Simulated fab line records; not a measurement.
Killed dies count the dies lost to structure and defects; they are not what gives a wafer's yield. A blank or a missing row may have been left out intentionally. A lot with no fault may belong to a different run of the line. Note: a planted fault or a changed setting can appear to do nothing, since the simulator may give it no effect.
Comparing a struck lot with a sound one :: flow nandHarc :: 39 steps out of a route of 1302
Sound: these wafers, L527.2, L527.3, L527.4. Struck: wafer L526.6 (L526.4, L526.5, from the same lot, were not struck and are left out); the cause is given at the end.
Order at every step that has rows: each side's tool, ch and its chambers, its first start. Under that, the readings that differ: sound wafers :: struck wafers :: difference of the means :: sigmas: that difference in standard deviations of wafers without a fault.
alike: readings whose means differ by less than 2 such deviations, and words and numbers that are the same on both sides. not compared: withheld readings, readings that some wafer has no value for, bounds like >300 that may hide the same value, and numbers for which the record gives no deviation and whose values overlap.
Wherever a step has rows on one side only, a row that says differs or no value, or a row with sigmas, the two part there. Non-overlapping numbers with no deviation appear without sigmas and do not part them. A reading missing from all wafers of one side parts the sides only when that side holds two or more wafers.

first, 9 steps without rows for these wafers: NHARC_A_CHANNEL_HOLE_D1_DEP_00 (deposits aC, target thk 3100 nm); NHARC_A_CHANNEL_HOLE_D1_DEP_01 (deposits SiON, target thk 140 nm); NHARC_A_CHANNEL_HOLE_D1_DEHYDRATE_02 (time 120 s); NHARC_A_CHANNEL_HOLE_D1_HMDS_03 (time 30 s); NHARC_A_CHANNEL_HOLE_D1_COAT_36 (time 75 s); NHARC_A_CHANNEL_HOLE_D1_COAT_37 (time 65 s); NHARC_A_CHANNEL_HOLE_D1_COAT_04 (resist thk 90 nm); NHARC_A_CHANNEL_HOLE_D1_SOFTBAKE_05 (time 55 s); NHARC_A_CHANNEL_HOLE_D1_EBR_06.
NHARC_A_CHANNEL_HOLE_D1_EXPOSE_07: exposes mask HOLE D1, target cd 100 nm.
  sound on arfiScanner-02 ch 0, day 17 20:53; struck on arfiScanner-01 ch 0, day 17 16:22
  alike: mask
then, 2 steps without rows for these wafers: NHARC_A_CHANNEL_HOLE_D1_PEB_08 (peb time 65 s); NHARC_A_CHANNEL_HOLE_D1_DEVELOP_09 (develop time 35 s).
NHARC_A_CHANNEL_HOLE_D1_CD_MEAS_10: target cd 100 nm.
  sound on cdSem-03 ch 0, day 17 21:02; struck on cdSem-02 ch 0, day 17 16:30
reading: cdNm (nm)
sound: 99.7 99.1 100.0
struck: 110.1
difference: +10.5
sigmas: +20
NHARC_A_CHANNEL_HOLE_D1_DESCUM_15: chemistry O2, time 3 s.
  sound on rieDiel-07 ch 0,1,3, day 17 21:13; struck on rieDiel-07 ch 3, day 17 16:43
reading: model.A_CHANNEL_HOLE_D1.cdNm (nm)
sound: 98.7 98.91 100.1
struck: 109.7
difference: +10.5
sigmas: 
  alike: drypumpMotorCurrentA, oesProductAu, rfVppV, showerheadPlenumPTorr, throttleValvePct
  not compared: rfHoursCounterH
then, 4 steps without rows for these wafers: NHARC_A_CHANNEL_HOLE_D1_ETCH_38 (etches the open film in CF4, target depth 39 nm, time 65 s); NHARC_A_CHANNEL_HOLE_D1_ETCH_39 (etches the open film in N2/H2, target depth 260 nm, time 325 s); NHARC_A_CHANNEL_HOLE_D1_ETCH_34 (etches the open film in CF4/CHF3, target depth 154 nm, time 77 s); NHARC_A_CHANNEL_HOLE_D1_ETCH_16 (etches the open film in O2/COS, target depth 3100 nm, time 806 s).
NHARC_A_CHANNEL_HOLE_D1_CD_MEAS_18:
  sound: cdSem-01 at day 17 22:19; struck: cdSem-03 at day 17 18:17
reading: cdNm (nm)
sound: 97.9 105.5 98.9
struck: 110.7
difference: +9.9
sigmas: +4
then, 12 steps without rows for these wafers: NHARC_A_CHANNEL_HOLE_D1_ETCH_19 (etches the open film in C4F8/O2/Ar, time 34.5 s); NHARC_A_CHANNEL_HOLE_D1_ETCH_20 (etches the open film in C4F8/O2/Ar, time 361.9 s, target depth 1600 nm); NHARC_A_CHANNEL_HOLE_D1_ETCH_21 (etches the open film in C4F8/O2/Ar, time 514.3 s, target depth 1600 nm); NHARC_A_CHANNEL_HOLE_D1_ETCH_22 (etches the open film in C4F8/O2/Ar, time 666.7 s, target depth 1600 nm); NHARC_A_CHANNEL_HOLE_D1_ETCH_23 (etches the open film in C4F8/O2/Ar, time 819 s, target depth 1600 nm); NHARC_A_CHANNEL_HOLE_D1_ETCH_24 (etches the open film in C4F8/O2/Ar, time 906.2 s, target depth 1500 nm); NHARC_A_CHANNEL_HOLE_D1_ETCH_25 (etches the open film in C4F8/O2/Ar, time 1040.2 s, target depth 1500 nm); NHARC_A_CHANNEL_HOLE_D1_ETCH_26 (etches the open film in C4F8/O2/Ar, time 224.1 s, target depth 300 nm); NHARC_A_CHANNEL_HOLE_D1_ETCH_33 (etches the open film in C4F8/O2/Ar, time 90 s, target depth 400 nm); NHARC_A_CHANNEL_HOLE_D1_STRIP_41 (strips in N2/H2); NHARC_A_CHANNEL_HOLE_D1_STRIP_42 (strips in CF4/CHF3); NHARC_A_CHANNEL_HOLE_D1_STRIP_43 (strips in O2/COS).
NHARC_A_CHANNEL_HOLE_D1_ETCH_44: etches the open film in CF4/O2, target depth 140 nm, overetch 14 nm, time 77 s.
  sound on rieDiel-07 ch 0,1,3, day 18 07:04; struck on rieDiel-07 ch 0, day 18 02:50
reading: model.A_CHANNEL_HOLE_D1.cdNm (nm)
sound: 88.74 90.09 90.27
struck: 98.41
difference: +8.71
sigmas: 
  alike: drypumpMotorCurrentA, oes_o_777_au, oesProductAu, rfVppV, showerheadPlenumPTorr, throttleValvePct
  not compared: rfHoursCounterH
then, 3 steps without rows for these wafers: NHARC_A_CHANNEL_HOLE_D1_STRIP_27 (strips in O2); NHARC_A_CHANNEL_HOLE_D1_PRECLEAN_28 (cleans in SC1); NHARC_A_CHANNEL_HOLE_D1_SRD_29.
NHARC_A_CHANNEL_HOLE_D1_CD_MEAS_30:
  sound: cdSem-01 at day 18 07:52; struck: cdSem-02 at day 18 03:38
reading: cdNm (nm)
sound: 89.8 89.6 91.3
struck: 99.5
difference: +9.3
sigmas: +5
NHARC_A_CHANNEL_HOLE_D1_XSEM_31:
  sound on xsem-02 ch 0, day 18 07:58; struck on xsem-02 ch 0, day 18 03:44
reading: botCdNm (nm)
sound: 73.8 73.2 75.2
struck: 83.9
difference: +9.8
sigmas: +5
  alike: bowNm, tiltDeg
-- break in the record here, with 15 days between the starts of the struck wafers on either side (left off in module A_CHANNEL_HOLE_D1, picked up again in module END, where the first step shown is number 1301 on the route) --
NHARC_END_WLT_00:
  sound: prober-01 at day 33 11:29; struck: prober-02 at day 33 12:30
reading: VT_DECK1_BOTTOM
sound: 0.869 0.874 0.874
struck: 0.888
difference: +0.016
sigmas: +2

reading: VT_DECK1_MIDDLE
sound: 0.891 0.893 0.896
struck: 0.911
difference: +0.018
sigmas: +3

reading: VT_DECK1_MIDDLE_INNER
sound: 0.885 0.894 0.896
struck: 0.906
difference: +0.014
sigmas: +2
  alike: VT_DECK1_BOTTOM_INNER, VT_DECK1_MEDIAN_NEAR_BOTTOM, VT_DECK1_MEDIAN_NEAR_BOTTOM_INNER, VT_DECK1_TOP, VT_DECK1_TOP_INNER, VT_DECK2_BOTTOM, VT_DECK2_BOTTOM_INNER, VT_DECK2_MEDIAN_NEAR_BOTTOM, VT_DECK2_MEDIAN_NEAR_BOTTOM_INNER, VT_DECK2_MIDDLE, VT_DECK2_MIDDLE_INNER, VT_DECK2_TOP, VT_DECK2_TOP_INNER
NHARC_END_SORT_01:
  at this point the record logs the struck wafers (prober-02 ch 0, day 33 18:03) and has no rows for the sound ones

WHERE THEY PART
Last at NHARC_END_SORT_01 as far as this record goes, first at NHARC_A_CHANNEL_HOLE_D1_CD_MEAS_10.

WHY: what had been put in by the simulator
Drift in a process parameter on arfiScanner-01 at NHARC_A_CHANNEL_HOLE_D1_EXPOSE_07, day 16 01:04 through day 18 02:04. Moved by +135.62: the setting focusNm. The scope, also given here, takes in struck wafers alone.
